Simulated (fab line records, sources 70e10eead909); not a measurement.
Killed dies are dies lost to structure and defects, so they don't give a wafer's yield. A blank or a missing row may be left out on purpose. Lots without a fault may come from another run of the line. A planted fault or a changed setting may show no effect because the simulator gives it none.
A struck lot beside a sound one | flow nand_harc | 14 steps out of a route of 1302
Sound: wafers L232.2, L232.5, L232.6. Struck: wafers L237.3, L237.4, L237.5. The cause comes at the end.
At each step with rows: each side's tool, then ch and its chambers, then its first start. Under that, the readings that differ: sound wafers | struck wafers | difference of the means | sigmas: that difference in standard deviations of wafers without a fault.
alike: readings whose means differ by less than 2 such deviations, and words and numbers that are the same on both sides. not compared: withheld readings, readings that some wafer has no value for, bounds like >300 that may hide the same value, and numbers for which the record gives no deviation and whose values overlap.
The two part at a step that has a row with sigmas, a row that says differs or no value, or rows on one side only. Numbers that don't overlap but have no deviation are shown without sigmas and don't part them. A reading that every wafer of one side lacks parts them only if that side has two wafers or more.

first, 7 steps without rows for these wafers: NHARC_A_M1_COAT_34 (time 65 s); NHARC_A_M1_COAT_03 (resist thk 90 nm); NHARC_A_M1_SOFTBAKE_04 (time 55 s); NHARC_A_M1_EBR_05; NHARC_A_M1_EXPOSE_06 (exposes mask A M1, target cd 120 nm); NHARC_A_M1_PEB_07 (peb time 65 s); NHARC_A_M1_DEVELOP_08 (develop time 35 s).
NHARC_A_M1_CD_MEAS_09: target cd 120 nm.
  sound on cd_sem-01 ch 0, day 24 09:59; struck on cd_sem-01 ch 0, day 25 13:55
  alike: cd_nm
NHARC_A_M1_OVL_MEAS_10: pitch 240 nm.
  sound on overlay-02, day 24 10:04; struck on overlay-02, day 25 14:00
  alike: overlay_x_nm, overlay_y_nm
NHARC_A_M1_INSPECT_11:
  sound on defect_inspect-02, day 24 10:06; struck on defect_inspect-01, day 25 14:02
  alike: raw_defect_count
NHARC_A_M1_DESCUM_14: chemistry O2, time 3 s.
  sound on rie_diel-06 ch 0,2,3, day 24 10:11; struck on rie_diel-01 ch 0,3, day 25 14:06
  reading             | sound             | struck            | difference | sigmas
  o2_flow_sccm (sccm) | 201.2 200.4 201.5 | 198.8 199.4 200.1 | -1.6       | -3
  alike: drypump_motor_current_A, oes_product_au, rf_vpp_V, showerhead_plenum_p_Torr, throttle_valve_pct
  not compared: rf_hours_counter_h
NHARC_A_M1_ETCH_35: etches the open film in N2/H2, target depth 40 nm, overetch 12 nm, time 43.94 s.
  sound on rie_diel-06 ch 0,2,3, day 24 10:16; struck on rie_diel-01 ch 2,3, day 25 14:11
  alike: bias_w, chamber_pressure_mTorr, drypump_motor_current_A, oes_product_au, rf_vpp_V, showerhead_plenum_p_Torr, throttle_valve_pct
  not compared: rf_hours_counter_h
NHARC_A_M1_ETCH_15: etches the open film in C4F8/Ar, target depth 182.5 nm, time 91.2 s.
  sound on rie_diel-06 ch 0,1,2, day 24 10:21; struck on rie_diel-01 ch 0,2, day 25 14:16
  no value came back on the struck wafers for any of 5 readings (bias_w (W), chamber_pressure_mTorr (mTorr) and others); on the sound wafers bias_w (W) reads 296.9 298.6 300.9
  not compared: rf_hours_counter_h
NHARC_A_M1_CD_MEAS_16:
  sound on cd_sem-03, day 24 10:29; struck on cd_sem-02, day 25 14:25
  reading    | sound             | struck            | difference | sigmas
  cd_nm (nm) | 119.6 117.5 118.7 | 121.4 121.1 120.7 | +2.5       | +2

WHERE THEY PART
First at NHARC_A_M1_DESCUM_14; last, within this record, at NHARC_A_M1_CD_MEAS_16.

WHY: what the simulator had put in
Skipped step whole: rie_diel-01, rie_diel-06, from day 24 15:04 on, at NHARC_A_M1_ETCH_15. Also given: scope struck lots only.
